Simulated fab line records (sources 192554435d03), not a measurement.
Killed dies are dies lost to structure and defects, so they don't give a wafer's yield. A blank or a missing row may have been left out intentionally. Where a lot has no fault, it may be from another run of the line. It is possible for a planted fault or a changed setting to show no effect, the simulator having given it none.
fab line records + flow n5_finfet
[record]
- lots = 13
- wafers = 37
- last_day = 18
route steps=1938 shown BEOL_M5@1172 PASSIVATION@1936
lots that met no fault: taken from a fault-free run of the same line
start_h: hours from the record's opening day to when the first of the lot's shown wafers began + wait_h: hours since the lot's step before + " repeats the value in the row above + L1.1+2: a row that stands for several wafers + - value missing, or start not given + * or withheld: withheld + < > ~ a bound
route shown NAME@n: NAME is a module with steps in the file, n the number in the route of the first one + usual: mean/standard deviation taken from wafers without a fault + same: alike in all rows + chamber/n: place in a boat + sites: the reading at each site + _std_site: the values' standard deviation + _edge_site: mean of outer sites minus mean of inner sites + radius_mm: how far each site lies from the wafer's centre + mask NAME#n: copy n + behind: the most recent tool/chamber to have shaped the wafer + hold: why the lot went on hold/how many hours it stayed there/how the hold came to an end + device: the transistor (n, p or np) that didn't switch + end of line: tests of these same wafers at the route's end + a step given without rows: its recipe and nothing more + killed: dies that structure and defects cost at the first sort, which is not the same as the wafer's yield + map: per-die view of a wafer (x killed, . not killed, _ where there is no die)
set.NAME: the setting that was run; set.NAME@STEP: the one run at that earlier step + model.NAME: the simulator's own value behind a step, which no gauge read
a sample of lots followed through the steps of the route, with each step as a table and each wafer as a row
services: the hour from which a tool's chamber was out of use, counted from the record's first day as start_h (under 0 if before that day), plus the number of hours and why
[[steps]]
[step N5_BEOL_M5_ALD_86]
[recipe]
- material = TaN
- target_thk_a = *
- temp_c = 275
- ald_precursor_family = PDMAT
- ald_co_reactant = NH3
- pressure_torr = 3
- carrier_flow_sccm = 1500
- pulse_time_s = 2
- purge_time_s = 3
- co_reactant_purge_time_s = 2
- co_reactant_pulse_time_s = 3
- ald_cycles = 30
- precursor_vessel_temp_c = 75
- precursor_vessel_pressure_torr = 26.25
- precursor_vessel_carrier_sccm = 1000
[usual]
- ald_cycles = 30/0
- chamber_pressure_Torr = 3.001/0.0063
- co_reactant_purge_time_s = 2/0
- heater_power_w = 401/50
| lot.wafer | tool         | chamber | start_h | wait_h | ald_cycles | chamber_pressure_Torr | co_reactant_purge_time_s | heater_power_w |
|-----------|--------------|---------|---------|--------|------------|-----------------------|--------------------------|----------------|
| L131.1    | ald_metal-03 | 3       | 193.24  | 0.0    | 30         | 2.996                 | 2                        | 324            |
| L131.4    | "            | 0       | "       | "      | 30         | 2.992                 | 2                        | 373            |
| L131.6    | "            | 3       | "       | "      | 30         | 2.998                 | 2                        | 333            |
| L135.3    | ald_metal-04 | 0       | 210.03  | 0.0    | 30         | 2.997                 | 2                        | 446            |
| L135.4    | "            | 2       | "       | "      | 30         | 3.002                 | 2                        | 328            |
| L135.5    | "            | 2       | "       | "      | 30         | 2.997                 | 2                        | 355            |
| L134.3    | ald_metal-04 | 2       | 216.49  | 0.0    | -          | -                     | -                        | -              |
| L134.4    | "            | 1       | "       | "      | -          | -                     | -                        | -              |
| L134.6    | "            | 1       | "       | "      | -          | -                     | -                        | -              |
| L137.5    | ald_metal-03 | 1       | 219.86  | 0.4    | -          | -                     | -                        | -              |
| L141.1    | ald_metal-04 | 1       | 257.61  | 0.0    | 30         | 3.001                 | 2                        | 447            |
| L141.3    | "            | 2       | "       | "      | 30         | 3.006                 | 2                        | 344            |
| L141.5    | "            | 3       | "       | "      | 30         | 2.998                 | 2                        | 341            |
| L143.1    | ald_metal-01 | 3       | 266.23  | 0.0    | 30         | 2.992                 | 2                        | 378            |
| L143.3    | "            | 1       | "       | "      | 30         | 3.005                 | 2                        | 452            |
| L143.4    | "            | 0       | "       | "      | 30         | 2.999                 | 2                        | 368            |
| L142.1    | ald_metal-03 | 2       | 266.86  | 0.0    | 30         | 3.004                 | 2                        | 481            |
| L142.4    | "            | 0       | "       | "      | 30         | 3.003                 | 2                        | 383            |
| L142.5    | "            | 3       | "       | "      | 30         | 3.000                 | 2                        | 337            |
| L144.1    | ald_metal-04 | 0       | 284.33  | 0.0    | 30         | 2.994                 | 2                        | 443            |
| L144.4    | "            | 1       | "       | "      | 30         | 2.999                 | 2                        | 458            |
| L144.5    | "            | 3       | "       | "      | 30         | 2.994                 | 2                        | 349            |
| L146.2    | ald_metal-03 | 3       | 285.25  | 0.0    | 30         | 3.005                 | 2                        | 331            |
| L146.3    | "            | 0       | "       | "      | 30         | 2.997                 | 2                        | 381            |
| L146.6    | "            | 1       | "       | "      | 30         | 2.994                 | 2                        | 422            |
| L145.1    | ald_metal-01 | 0       | 285.61  | 0.2    | 30         | 2.991                 | 2                        | 368            |
| L145.2    | "            | 3       | "       | "      | 30         | 2.996                 | 2                        | 374            |
| L145.5    | "            | 3       | "       | "      | 30         | 3.000                 | 2                        | 378            |
| L147.2    | ald_metal-01 | 3       | 289.63  | 0.3    | 30         | 2.994                 | 2                        | 381            |
| L147.3    | "            | 1       | "       | "      | 30         | 3.001                 | 2                        | 438            |
| L147.4    | "            | 0       | "       | "      | 30         | 3.000                 | 2                        | 368            |
| L150.1    | ald_metal-03 | 3       | 314.17  | 0.0    | 30         | 2.995                 | 2                        | 337            |
| L150.3    | "            | 2       | "       | "      | 30         | 2.992                 | 2                        | 478            |
| L150.4    | "            | 1       | "       | "      | 30         | 3.007                 | 2                        | 427            |
| L151.1    | ald_metal-03 | 2       | 322.13  | 0.0    | 30         | 2.995                 | 2                        | 471            |
| L151.3    | "            | 1       | "       | "      | 30         | 2.987                 | 2                        | 414            |
| L151.5    | "            | 1       | "       | "      | 30         | 3.001                 | 2                        | 415            |
[step N5_BEOL_M5_SPUTTER_83]
[recipe]
- material = Cu
- target_thk_a = 150
- temp_c = -20
- chamber_pressure_pa = 0.07
- power_w = withheld
- time_s = 27.62
[usual]
- chuck_sensor_temp_C = -15.94/0.27
- throttle_valve_pct = 30.0/1.1
| lot.wafer | tool           | chamber | start_h | wait_h | chuck_sensor_temp_C | throttle_valve_pct |
|-----------|----------------|---------|---------|--------|---------------------|--------------------|
| L131.1    | pvd_sputter-01 | -       | 196.03  | 0.5    | -16.31              | 30.3               |
| L131.4    | "              | -       | "       | "      | -15.90              | 30.3               |
| L131.6    | "              | -       | "       | "      | -16.29              | 30.0               |
| L135.3    | pvd_sputter-01 | -       | 213.11  | 0.5    | -15.98              | 28.2               |
| L135.4    | "              | -       | "       | "      | -15.90              | 30.6               |
| L135.5    | "              | -       | "       | "      | -16.40              | 30.2               |
| L134.3    | pvd_sputter-02 | -       | 219.12  | 0.5    | -15.99              | 29.8               |
| L134.4    | "              | -       | "       | "      | -16.50              | 32.3               |
| L134.6    | "              | -       | "       | "      | -15.65              | 30.2               |
| L137.5    | pvd_sputter-01 | -       | 222.65  | 0.0    | -16.39              | 30.1               |
| L141.1    | pvd_sputter-02 | -       | 260.26  | 0.5    | -16.05              | 29.9               |
| L141.3    | "              | -       | "       | "      | -15.56              | 30.3               |
| L141.5    | "              | -       | "       | "      | -15.71              | 30.3               |
| L143.1    | pvd_sputter-01 | -       | 268.87  | 0.5    | -16.43              | 29.8               |
| L143.3    | "              | -       | "       | "      | -15.95              | 28.2               |
| L143.4    | "              | -       | "       | "      | -15.74              | 31.3               |
| L142.1    | pvd_sputter-03 | -       | 271.18  | 0.5    | -16.17              | 29.1               |
| L142.4    | "              | -       | "       | "      | -15.94              | 29.3               |
| L142.5    | "              | -       | "       | "      | -15.72              | 28.5               |
| L144.1    | pvd_sputter-03 | -       | 286.96  | 0.5    | -16.05              | 29.0               |
| L144.4    | "              | -       | "       | "      | -15.56              | 31.2               |
| L144.5    | "              | -       | "       | "      | -15.95              | 28.9               |
| L146.2    | pvd_sputter-02 | -       | 287.94  | 0.5    | -16.36              | 32.3               |
| L146.3    | "              | -       | "       | "      | -15.56              | 30.6               |
| L146.6    | "              | -       | "       | "      | -15.88              | 29.2               |
| L145.1    | pvd_sputter-01 | -       | 289.98  | 0.5    | -15.76              | 31.4               |
| L145.2    | "              | -       | "       | "      | -16.41              | 30.1               |
| L145.5    | "              | -       | "       | "      | -15.97              | 28.1               |
| L147.2    | pvd_sputter-03 | -       | 292.32  | 0.5    | -15.65              | 31.2               |
| L147.3    | "              | -       | "       | "      | -15.63              | 28.6               |
| L147.4    | "              | -       | "       | "      | -16.14              | 28.8               |
| L150.1    | pvd_sputter-02 | -       | 316.81  | 0.5    | -16.36              | 32.1               |
| L150.3    | "              | -       | "       | "      | -15.89              | 29.2               |
| L150.4    | "              | -       | "       | "      | -15.49              | 30.3               |
| L151.1    | pvd_sputter-03 | -       | 324.79  | 0.5    | -16.01              | 28.9               |
| L151.3    | "              | -       | "       | "      | -15.91              | 28.7               |
| L151.5    | "              | -       | "       | "      | -15.88              | 28.8               |
[step N5_BEOL_M5_ANNEAL_84]
[recipe]
- temp_c = 400
- time_s = 1800
- ambient = vacuum
[usual]
- heater_power_w = 821/56
| lot.wafer | tool           | chamber | start_h | wait_h | heater_power_w |
|-----------|----------------|---------|---------|--------|----------------|
| L131.1    | pvd_sputter-01 | -       | 196.11  | 0.0    | 736            |
| L131.4    | "              | -       | "       | "      | 843            |
| L131.6    | "              | -       | "       | "      | 737            |
| L135.3    | pvd_sputter-01 | -       | 213.19  | 0.0    | 697            |
| L135.4    | "              | -       | "       | "      | 812            |
| L135.5    | "              | -       | "       | "      | 719            |
| L134.3    | pvd_sputter-02 | -       | 219.20  | 0.0    | 877            |
| L134.4    | "              | -       | "       | "      | 834            |
| L134.6    | "              | -       | "       | "      | 745            |
| L137.5    | pvd_sputter-01 | -       | 223.19  | 0.5    | 740            |
| L141.1    | pvd_sputter-02 | -       | 260.34  | 0.0    | 894            |
| L141.3    | "              | -       | "       | "      | 756            |
| L141.5    | "              | -       | "       | "      | 760            |
| L143.1    | pvd_sputter-01 | -       | 268.95  | 0.0    | 726            |
| L143.3    | "              | -       | "       | "      | 704            |
| L143.4    | "              | -       | "       | "      | 907            |
| L142.1    | pvd_sputter-03 | -       | 271.26  | 0.0    | 793            |
| L142.4    | "              | -       | "       | "      | 826            |
| L142.5    | "              | -       | "       | "      | 884            |
| L144.1    | pvd_sputter-03 | -       | 287.04  | 0.0    | 752            |
| L144.4    | "              | -       | "       | "      | 877            |
| L144.5    | "              | -       | "       | "      | 780            |
| L146.2    | pvd_sputter-02 | -       | 288.02  | 0.0    | 842            |
| L146.3    | "              | -       | "       | "      | 761            |
| L146.6    | "              | -       | "       | "      | 881            |
| L145.1    | pvd_sputter-01 | -       | 290.06  | 0.0    | 881            |
| L145.2    | "              | -       | "       | "      | 733            |
| L145.5    | "              | -       | "       | "      | 724            |
| L147.2    | pvd_sputter-03 | -       | 292.40  | 0.0    | 882            |
| L147.3    | "              | -       | "       | "      | 882            |
| L147.4    | "              | -       | "       | "      | 797            |
| L150.1    | pvd_sputter-02 | -       | 316.89  | 0.0    | 834            |
| L150.3    | "              | -       | "       | "      | 869            |
| L150.4    | "              | -       | "       | "      | 767            |
| L151.1    | pvd_sputter-03 | -       | 324.87  | 0.0    | 799            |
| L151.3    | "              | -       | "       | "      | 882            |
| L151.5    | "              | -       | "       | "      | 783            |
[step N5_BEOL_M5_SPUTTER_88]
[recipe]
- material = Cu
- target_thk_a = 150
- temp_c = -20
- chamber_pressure_pa = 0.07
- power_w = withheld
- time_s = 27.62
[usual]
- chuck_sensor_temp_C = -15.95/0.29
- throttle_valve_pct = 29.9/1.1
| lot.wafer | tool           | chamber | start_h | wait_h | chuck_sensor_temp_C | throttle_valve_pct |
|-----------|----------------|---------|---------|--------|---------------------|--------------------|
| L131.1    | pvd_sputter-01 | -       | 197.12  | 0.5    | -16.33              | 30.0               |
| L131.4    | "              | -       | "       | "      | -15.77              | 30.5               |
| L131.6    | "              | -       | "       | "      | -16.35              | 30.0               |
| L135.3    | pvd_sputter-01 | -       | 214.19  | 0.5    | -15.88              | 28.4               |
| L135.4    | "              | -       | "       | "      | -16.00              | 30.1               |
| L135.5    | "              | -       | "       | "      | -16.49              | 30.3               |
| L134.3    | pvd_sputter-02 | -       | 220.21  | 0.5    | -16.24              | 30.0               |
| L134.4    | "              | -       | "       | "      | -16.49              | 32.1               |
| L134.6    | "              | -       | "       | "      | -15.66              | 30.4               |
| L137.5    | pvd_sputter-01 | -       | 223.74  | 0.0    | -16.47              | 30.4               |
| L141.1    | pvd_sputter-02 | -       | 261.35  | 0.5    | -16.03              | 30.0               |
| L141.3    | "              | -       | "       | "      | -15.61              | 30.3               |
| L141.5    | "              | -       | "       | "      | -15.51              | 30.2               |
| L143.1    | pvd_sputter-01 | -       | 269.95  | 0.5    | -16.47              | 30.3               |
| L143.3    | "              | -       | "       | "      | -16.00              | 27.9               |
| L143.4    | "              | -       | "       | "      | -15.58              | 31.3               |
| L142.1    | pvd_sputter-03 | -       | 272.26  | 0.5    | -15.92              | 29.2               |
| L142.4    | "              | -       | "       | "      | -16.08              | 29.3               |
| L142.5    | "              | -       | "       | "      | -15.86              | 28.6               |
| L144.1    | pvd_sputter-03 | -       | 288.04  | 0.5    | -16.15              | 29.0               |
| L144.4    | "              | -       | "       | "      | -15.44              | 31.1               |
| L144.5    | "              | -       | "       | "      | -15.92              | 28.8               |
| L146.2    | pvd_sputter-02 | -       | 289.03  | 0.5    | -16.38              | 32.6               |
| L146.3    | "              | -       | "       | "      | -15.63              | 30.3               |
| L146.6    | "              | -       | "       | "      | -15.81              | 29.1               |
| L145.1    | pvd_sputter-01 | -       | 291.07  | 0.5    | -15.53              | 31.3               |
| L145.2    | "              | -       | "       | "      | -16.42              | 30.1               |
| L145.5    | "              | -       | "       | "      | -16.02              | 28.0               |
| L147.2    | pvd_sputter-03 | -       | 293.41  | 0.5    | -15.69              | 31.0               |
| L147.3    | "              | -       | "       | "      | -15.84              | 28.8               |
| L147.4    | "              | -       | "       | "      | -16.16              | 28.9               |
| L150.1    | pvd_sputter-02 | -       | 317.90  | 0.5    | -16.41              | 32.2               |
| L150.3    | "              | -       | "       | "      | -15.86              | 29.0               |
| L150.4    | "              | -       | "       | "      | -15.56              | 30.4               |
| L151.1    | pvd_sputter-03 | -       | 325.88  | 0.5    | -16.20              | 28.9               |
| L151.3    | "              | -       | "       | "      | -15.73              | 28.7               |
| L151.5    | "              | -       | "       | "      | -15.96              | 28.8               |
[step N5_PASSIVATION_PROBE_49]
[usual]
- killed_at_M0_to_M3 = 37/12
- killed_at_M4_up = 14/5.3
- killed_at_contacts = 12/6.2
- killed_at_front_end = 41/11
- killed_at_other = 3.7/2.9
- killed_dies = 107/17
- killed_on_rim = 14/4.4
- killed_open = 71/12
- killed_short = 34/7.9
[same]
- gross_dies = 1180
- killed_at_back_side = 0
| lot.wafer | tool      | chamber | start_h | wait_h | killed_at_M0_to_M3 | killed_at_M4_up | killed_at_contacts | killed_at_front_end | killed_at_other | killed_dies | killed_on_rim | killed_open | killed_short |
|-----------|-----------|---------|---------|--------|--------------------|-----------------|--------------------|---------------------|-----------------|-------------|---------------|-------------|--------------|
| L131.1    | prober-01 | -       | 286.07  | 0.0    | 39                 | 10              | 17                 | 36                  | 1               | 103         | 14            | 73          | 29           |
| L131.4    | prober-01 | -       | 286.22  | 0.2    | 39                 | 12              | 11                 | 27                  | 5               | 94          | 7             | 62          | 32           |
| L131.6    | prober-01 | -       | 286.32  | 0.3    | 34                 | 9               | 21                 | 17                  | 8               | 89          | 12            | 59          | 27           |
| L134.3    | prober-01 | -       | 313.30  | 0.1    | 44                 | 1060            | 10                 | 62                  | 4               | 1180        | 152           | 84          | 45           |
| L134.4    | prober-01 | -       | 313.35  | 0.2    | 20                 | 1111            | 15                 | 33                  | 1               | 1180        | 152           | 49          | 30           |
| L134.6    | prober-01 | -       | 313.45  | 0.3    | 29                 | 1097            | 15                 | 38                  | 1               | 1180        | 152           | 55          | 33           |
| L137.5    | prober-02 | -       | 325.24  | 0.2    | 38                 | 1080            | 8                  | 49                  | 5               | 1180        | 152           | 69          | 39           |
| L143.1    | prober-02 | -       | 366.66  | 0.0    | 57                 | 12              | 15                 | 29                  | 2               | 115         | 13            | 81          | 33           |
| L143.3    | prober-02 | -       | 366.76  | 0.1    | 49                 | 16              | 8                  | 27                  | 2               | 102         | 11            | 69          | 33           |
| L143.4    | prober-02 | -       | 366.81  | 0.2    | 61                 | 19              | 7                  | 16                  | 0               | 103         | 8             | 77          | 26           |
| L142.1    | prober-01 | -       | 369.45  | 0.4    | 18                 | 18              | 9                  | 68                  | 6               | 119         | 20            | 78          | 36           |
| L142.4    | prober-01 | -       | 369.60  | 0.6    | 29                 | 12              | 3                  | 39                  | 8               | 91          | 11            | 63          | 26           |
| L142.5    | prober-01 | -       | 369.65  | 0.6    | 26                 | 20              | 4                  | 28                  | 2               | 80          | 11            | 60          | 16           |
| L144.1    | prober-01 | -       | 374.72  | 0.0    | 20                 | 8               | 17                 | 44                  | 4               | 93          | 7             | 60          | 33           |
| L144.4    | prober-01 | -       | 374.87  | 0.2    | 34                 | 11              | 18                 | 39                  | 4               | 106         | 14            | 73          | 33           |
| L144.5    | prober-01 | -       | 374.92  | 0.2    | 28                 | 14              | 29                 | 30                  | 4               | 105         | 12            | 72          | 31           |
| L147.2    | prober-01 | -       | 389.44  | 0.1    | 35                 | 3               | 17                 | 34                  | 7               | 96          | 13            | 61          | 34           |
| L147.3    | prober-01 | -       | 389.49  | 0.1    | 36                 | 6               | 16                 | 24                  | 10              | 92          | 6             | 58          | 34           |
| L147.4    | prober-01 | -       | 389.54  | 0.2    | 34                 | 18              | 26                 | 53                  | 1               | 132         | 21            | 102         | 30           |
| L150.1    | prober-01 | -       | 403.41  | 0.0    | 34                 | 13              | 6                  | 62                  | 1               | 116         | 16            | 72          | 41           |
| L150.3    | prober-01 | -       | 403.51  | 0.1    | 43                 | 16              | 16                 | 23                  | 4               | 102         | 13            | 63          | 38           |
| L150.4    | prober-01 | -       | 403.56  | 0.2    | 52                 | 10              | 13                 | 39                  | 1               | 115         | 15            | 72          | 42           |
| L151.1    | prober-02 | -       | 419.72  | 0.0    | 45                 | 9               | 11                 | 54                  | 4               | 123         | 12            | 79          | 37           |
| L151.3    | prober-02 | -       | 419.82  | 0.1    | 29                 | 10              | 9                  | 38                  | 2               | 88          | 14            | 59          | 29           |
| L151.5    | prober-02 | -       | 419.92  | 0.2    | 26                 | 7               | 9                  | 40                  | 8               | 90          | 11            | 60          | 24           |
// killed by level:class
L131.1 MOL_CONTACT_COAG:geometric_particle:open=16 FIN_SAQP:geometric_particle:short=13 FIN_SAQP:geometric_particle:open=7 BEOL_M2:geometric_particle:open=7 BEOL_M3:geometric_particle:open=7 BEOL_M4:geometric_particle:open=7 BEOL_M0:geometric_particle:open=6 BEOL_M1:geometric_particle:open=5
L131.4 BEOL_M2:geometric_particle:open=13 FIN_SAQP:geometric_particle:open=7 MOL_CONTACT_COAG:geometric_particle:open=7 BEOL_M4:geometric_particle:open=7 FIN_SAQP:geometric_particle:short=5 STI_FIN_REVEAL:geometric_particle:open=5 BEOL_M0:geometric_particle:short=5 MOL_CONTACT_COAG:geometric_particle:short=4
L131.6 MOL_CONTACT_COAG:geometric_particle:open=14 BEOL_M1:geometric_particle:open=8 BEOL_M0_SAQP:geometric_particle:open=7 MOL_CONTACT_COAG:geometric_particle:short=6 BEOL_M3:geometric_particle:open=6 BEOL_M5:geometric_particle:open=5 PASS1_CAP:geometric_particle:short=5 FIN_SAQP:geometric_particle:short=4
L134.3 BEOL_M5:area_ald=1043 STI_FIN_REVEAL:geometric_particle:open=26 BEOL_M0_SAQP:geometric_particle:short=10 MOL_CONTACT_COAG:geometric_particle:open=9 BEOL_M0_SAQP:geometric_particle:open=8 BEOL_M1:geometric_particle:open=8 M5:area_ald=7 FIN_SAQP:geometric_particle:open=5
L134.4 BEOL_M5:area_ald=1094 MOL_CONTACT_COAG:geometric_particle:open=11 STI_FIN_REVEAL:geometric_particle:open=7 BEOL_M0_SAQP:geometric_particle:short=7 BEOL_M0_SAQP:geometric_particle:open=6 DUMMY_GATE:geometric_particle:open=5 BEOL_M5:geometric_particle:open=5 M5:area_ald=5
L134.6 BEOL_M5:area_ald=1085 MOL_CONTACT_COAG:geometric_particle:open=13 BEOL_M1:geometric_particle:open=13 STI_FIN_REVEAL:geometric_particle:open=10 GATE_CUT:geometric_particle:short=6 M5:area_ald=6 BEOL_M0_SAQP:geometric_particle:short=5 BEOL_M1:geometric_particle:short=5
L137.5 BEOL_M5:area_ald=1062 FIN_SAQP:geometric_particle:short=13 FIN_SAQP:geometric_particle:open=9 BEOL_M0_SAQP:geometric_particle:open=9 M5:area_ald=9 STI_FIN_REVEAL:geometric_particle:open=8 DUMMY_GATE:geometric_particle:open=8 BEOL_M2:geometric_particle:open=8
L143.1 MOL_CONTACT_COAG:geometric_particle:open=14 BEOL_M0:geometric_particle:open=12 BEOL_M0_SAQP:geometric_particle:short=9 BEOL_M2:geometric_particle:open=7 BEOL_M0_SAQP:geometric_particle:open=7 BEOL_M1:geometric_particle:open=7 FIN_SAQP:geometric_particle:open=5 GATE_CUT:geometric_particle:short=5
L143.3 BEOL_M2:geometric_particle:open=11 BEOL_M4:geometric_particle:open=9 BEOL_M0:geometric_particle:open=7 STI_FIN_REVEAL:geometric_particle:open=6 GATE_CUT:geometric_particle:open=6 BEOL_M0_SAQP:geometric_particle:short=6 MOL_CONTACT_COAG:geometric_particle:open=5 BEOL_M1:geometric_particle:short=5
L143.4 BEOL_M1:geometric_particle:open=14 BEOL_M0_SAQP:geometric_particle:open=13 BEOL_M2:geometric_particle:open=10 MOL_CONTACT_COAG:geometric_particle:open=7 BEOL_M0:geometric_particle:open=6 BEOL_M4:geometric_particle:open=6 BEOL_M3:geometric_particle:open=5 BEOL_M6:geometric_particle:open=4
L142.1 STI_FIN_REVEAL:geometric_particle:open=14 FIN_SAQP:geometric_particle:short=13 FIN_SAQP:geometric_particle:open=8 DUMMY_GATE:geometric_particle:open=8 STARTING-WAFER:geometric_particle:open=8 BEOL_M4:geometric_particle:open=5 MOL_CONTACT_COAG:geometric_particle:open=5 BEOL_M1:geometric_particle:open=5
L142.4 BEOL_M2:geometric_particle:open=16 FIN_SAQP:geometric_particle:open=11 STI_FIN_REVEAL:geometric_particle:open=6 ILD0:geometric_particle:open=6 BEOL_M4:geometric_particle:open=6 BEOL_M1:geometric_particle:open=5 FIN_SAQP:geometric_particle:short=4 BEOL_M0_SAQP:geometric_particle:short=4
L142.5 BEOL_M4:geometric_particle:open=12 FIN_SAQP:geometric_particle:open=9 STI_FIN_REVEAL:geometric_particle:open=7 BEOL_M2:geometric_particle:open=7 BEOL_M3:geometric_particle:open=5 MOL_CONTACT_COAG:geometric_particle:open=4 BEOL_M0_SAQP:geometric_particle:open=3 BEOL_M1:geometric_particle:open=3
L144.1 MOL_CONTACT_COAG:geometric_particle:open=14 STI_FIN_REVEAL:geometric_particle:open=14 STI_FIN_REVEAL:geometric_particle:short=8 BEOL_M2:geometric_particle:open=7 FIN_SAQP:geometric_particle:short=6 BEOL_M3:geometric_particle:open=5 FIN_SAQP:geometric_particle:open=4 GATE_CUT:geometric_particle:short=4
L144.4 MOL_CONTACT_COAG:geometric_particle:open=16 STI_FIN_REVEAL:geometric_particle:open=13 FIN_SAQP:geometric_particle:open=10 BEOL_M0_SAQP:geometric_particle:open=9 FIN_SAQP:geometric_particle:short=8 BEOL_M0_SAQP:geometric_particle:short=8 BEOL_M1:geometric_particle:short=4 DUMMY_GATE:geometric_particle:open=3
L144.5 MOL_CONTACT_COAG:geometric_particle:open=26 FIN_SAQP:geometric_particle:open=9 STI_FIN_REVEAL:geometric_particle:open=5 STARTING-WAFER:geometric_particle:open=5 BEOL_M0:geometric_particle:open=5 BEOL_M1:geometric_particle:short=5 BEOL_M4:geometric_particle:open=5 BEOL_M0_SAQP:geometric_particle:open=4
L147.2 STI_FIN_REVEAL:geometric_particle:open=14 MOL_CONTACT_COAG:geometric_particle:short=9 MOL_CONTACT_COAG:geometric_particle:open=8 BEOL_M0_SAQP:geometric_particle:short=7 BEOL_M3:geometric_particle:open=7 BEOL_M0_SAQP:geometric_particle:open=6 FIN_SAQP:geometric_particle:short=5 PASS1_CAP:geometric_particle:open=5
L147.3 MOL_CONTACT_COAG:geometric_particle:open=13 BEOL_M0_SAQP:geometric_particle:short=12 FIN_SAQP:geometric_particle:open=7 BEOL_M0_SAQP:geometric_particle:open=6 STI_FIN_REVEAL:geometric_particle:open=5 BEOL_M1:geometric_particle:short=5 PASS1_CAP:geometric_particle:open=5 BEOL_M2:geometric_particle:open=4
L147.4 STI_FIN_REVEAL:geometric_particle:open=26 MOL_CONTACT_COAG:geometric_particle:open=20 BEOL_M1:geometric_particle:open=11 FIN_SAQP:geometric_particle:open=8 BEOL_M4:geometric_particle:open=8 MOL_CONTACT_COAG:geometric_particle:short=6 DUMMY_GATE:geometric_particle:open=6 BEOL_M0_SAQP:geometric_particle:short=6
L150.1 FIN_SAQP:geometric_particle:open=22 FIN_SAQP:geometric_particle:short=12 GATE_CUT:geometric_particle:short=9 BEOL_M0_SAQP:geometric_particle:open=7 BEOL_M1:geometric_particle:open=7 BEOL_M3:geometric_particle:short=6 BEOL_M4:geometric_particle:open=6 BEOL_M2:geometric_particle:open=5
L150.3 MOL_CONTACT_COAG:geometric_particle:open=12 BEOL_M4:geometric_particle:open=9 BEOL_M1:geometric_particle:open=8 BEOL_M0_SAQP:geometric_particle:short=8 BEOL_M2:geometric_particle:open=7 BEOL_M0_SAQP:geometric_particle:open=6 BEOL_M3:geometric_particle:short=6 FIN_SAQP:geometric_particle:short=5
L150.4 BEOL_M0_SAQP:geometric_particle:open=16 BEOL_M1:geometric_particle:open=12 FIN_SAQP:geometric_particle:open=11 MOL_CONTACT_COAG:geometric_particle:open=11 BEOL_M3:geometric_particle:short=8 BEOL_M0_SAQP:geometric_particle:short=7 FIN_SAQP:geometric_particle:short=6 BEOL_M1:geometric_particle:short=6
L151.1 BEOL_M1:geometric_particle:open=16 STI_FIN_REVEAL:geometric_particle:open=10 MOL_CONTACT_COAG:geometric_particle:open=10 GATE_CUT:geometric_particle:short=8 BEOL_M3:geometric_particle:open=8 FIN_SAQP:geometric_particle:short=7 FIN_SAQP:geometric_particle:open=6 DUMMY_GATE:geometric_particle:open=6
L151.3 BEOL_M1:geometric_particle:open=15 GATE_CUT:geometric_particle:short=10 BEOL_M5:geometric_particle:open=9 MOL_CONTACT_COAG:geometric_particle:open=8 STARTING-WAFER:geometric_particle:open=6 STI_FIN_REVEAL:geometric_particle:open=5 FIN_SAQP:geometric_particle:short=4 STI_FIN_REVEAL:geometric_particle:short=4
L151.5 BEOL_M1:geometric_particle:open=11 STI_FIN_REVEAL:geometric_particle:open=9 DUMMY_GATE:geometric_particle:open=5 MOL_CONTACT_COAG:geometric_particle:open=5 HKMG_FIN:area_etch=5 GATE_CUT:geometric_particle:short=4 MOL_CONTACT_COAG:geometric_particle:short=4 BEOL_M2:geometric_particle:open=4
[[services]]
| tool           | chamber | start_h | hours | kind   |
|----------------|---------|---------|-------|--------|
| pvd_sputter-01 | -       | 231.67  | 2.2   | repair |
| pvd_sputter-01 | -       | 236.50  | 2.7   | repair |
| ald_metal-01   | 1       | 243.56  | 3.8   | repair |
| ald_metal-04   | -       | 286.74  | 4.3   | pm     |
[[key]]
[first_sign]
- step = N5_BEOL_M5_ALD_86
- reading = tool_record
- direction = missing
[effect]
- step = N5_PASSIVATION_PROBE_49
- reading = killed_at_M4_up
- direction = up
- sigmas = 99+
- usual = 14
- struck = 1087
[more_kills_born_at]
- N5_BEOL_M5_ALD_86@ald_metal-04 = 3240
- N5_BEOL_M5_ALD_86@ald_metal-03 = 1071
met_at N5_BEOL_M5_ALD_86
struck_lots L134,L137
later_rows_left_out L134.3,L134.4,L134.6,L137.5
tester_left_out L137
not_acting_at N5_BEOL_M5_SPUTTER_83,N5_BEOL_M5_ANNEAL_84,N5_BEOL_M5_SPUTTER_88
onset_between 210.03 216.49
[earlier_fault]
- kind = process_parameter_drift
- tool = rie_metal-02
- chamber = 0
- onset_h = 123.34
- steps = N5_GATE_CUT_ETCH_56
- channel = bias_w
- offset = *
- shape = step
- acts_in = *
- stated = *
[fault]
- kind = skipped_step_whole
- tool = ald_metal-03,ald_metal-04
- chamber = -
- onset_h = 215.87
- steps = N5_BEOL_M5_ALD_86
- scope = struck_lots_only
// tester_left_out: of these lots the tester's yield and bins aren't shown, on N5 and GAA mostly nor the transistor test; their killed dies are dies lost to structure and defects alone, not to doping, threshold or leakage, so they don't give the yield
// later_rows_left_out: the simulator's readings of these wafers behind a module that went badly wrong aren't trusted and aren't shown, but for the sort
